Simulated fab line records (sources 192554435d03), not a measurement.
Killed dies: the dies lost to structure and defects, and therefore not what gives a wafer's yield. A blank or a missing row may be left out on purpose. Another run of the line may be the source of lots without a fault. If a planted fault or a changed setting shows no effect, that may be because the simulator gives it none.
Struck lot and sound lot, side by side | flow n5 finfet | 15 out of 1938 route steps
Sound: wafers L341.1, L341.3, L341.6. Struck: wafer L355.1 (left out: L355.5, a lot-mate that was not struck); the cause follows at the end.
For every step that has rows: the tool of each side, followed by ch and its chambers, followed by its first start. Under that, the readings that differ: sound wafers | struck wafers | difference of the means | sigmas: that difference in standard deviations of wafers without a fault.
alike: words and numbers the same on both sides, and readings whose means are apart by under 2 such deviations; not compared: readings that were withheld, readings missing a value for some wafer, numbers with overlapping values and no deviation given by the record, and bounds like >300 which may hide the same value.
A row with sigmas, a row that says differs or no value, or rows on one side alone: a step with any of these is where the two part. Non-overlapping numbers with no deviation appear without sigmas and do not part them. A reading missing from all wafers of one side parts the sides only when that side holds two or more wafers.

first, 8 steps without rows for these wafers: N5_BEOL_M3_COAT_62 (time 60 s, resist thk 12 nm); N5_BEOL_M3_COAT_73 (time 60 s, resist thk 5 nm); N5_BEOL_M3_COAT_05 (resist thk 30 nm); N5_BEOL_M3_EBR_07; N5_BEOL_M3_SOFTBAKE_06 (time 60 s); N5_BEOL_M3_EXPOSE_08 (exposes mask M3); N5_BEOL_M3_PEB_09 (peb time 60 s); N5_BEOL_M3_DEVELOP_10 (develop time 30 s).
N5_BEOL_M3_CD_MEAS_11 targets a cd of 17.05 nm.
  sound on cd sem-03 ch 0, day 9 19:07; struck on cd sem-02 ch 0, day 12 14:01
  alike: cd nm
N5_BEOL_M3_OVL_MEAS_12:
  sound on overlay-01 ch 0, day 9 19:09; struck on overlay-01 ch 0, day 12 14:02
  alike: M3_OVL
N5_BEOL_M3_INSPECT_13: inspects for defects (brightfield).
  sound on defect inspect-02, day 9 19:13; struck on defect inspect-01, day 12 14:05
  alike: raw defect count
N5_BEOL_M3_DESCUM_16: chemistry O2, time 7 s.
  sound on rie diel-06 ch 1,2,3, day 9 19:14; struck on rie diel-05 ch 1, day 12 14:08
  alike: bias power w, drypump motor current A, oes product au, rf vpp V, showerhead plenum p Torr, throttle valve pct
  not compared: rf hours counter h
N5_BEOL_M3_ETCH_74: etches underlayer in N2/H2, target depth 6.5 nm, time 5.2 s.
  sound on rie diel-06 ch 1,2,3, day 9 19:17; struck on rie diel-05 ch 1, day 12 14:10
  reading               | sound          | struck | difference | sigmas
  etch rf on time s (s) | 5.18 5.17 5.30 | 6.76   | +1.54      | +18
  alike: bias w, drypump motor current A, h2 flow sccm, oes product au, rf vpp V, showerhead plenum p Torr, throttle valve pct
  not compared: rf hours counter h
N5_BEOL_M3_ETCH_63: etches SiARC in CF4, target depth 15.6 nm, time 26 s.
  sound on rie diel-06 ch 1,2,3, day 9 19:18; struck on rie diel-05 ch 1, day 12 14:11
  reading    | sound             | struck | difference | sigmas
  bias w (W) | 35.94 35.94 36.03 | 36.34  | +0.37      | +4
  alike: drypump motor current A, etch rf on time s, oes product au, rf vpp V, showerhead plenum p Torr, throttle valve pct
  not compared: rf hours counter h
N5_BEOL_M4_RC_MEAS_101:
  sound on prober-02 ch 0, day 10 09:14; struck on prober-01 ch 0, day 13 12:02
  alike: DIBL_N, DIBL_P, IOFF_N, IOFF_P, ION_N, ION_P, SS_N, SS_P, VT_N, VT_P

## WHERE THEY PART
At N5_BEOL_M3_ETCH_74 first; at N5_BEOL_M3_ETCH_63 last (within this record only). Later steps at which nothing parts them and some readings are alike: N5_BEOL_M4_RC_MEAS_101.

WHY: the cause the simulator had injected
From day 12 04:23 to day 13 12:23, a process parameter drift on rie diel-05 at N5_BEOL_M3_ETCH_74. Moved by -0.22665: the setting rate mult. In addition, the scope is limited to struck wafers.
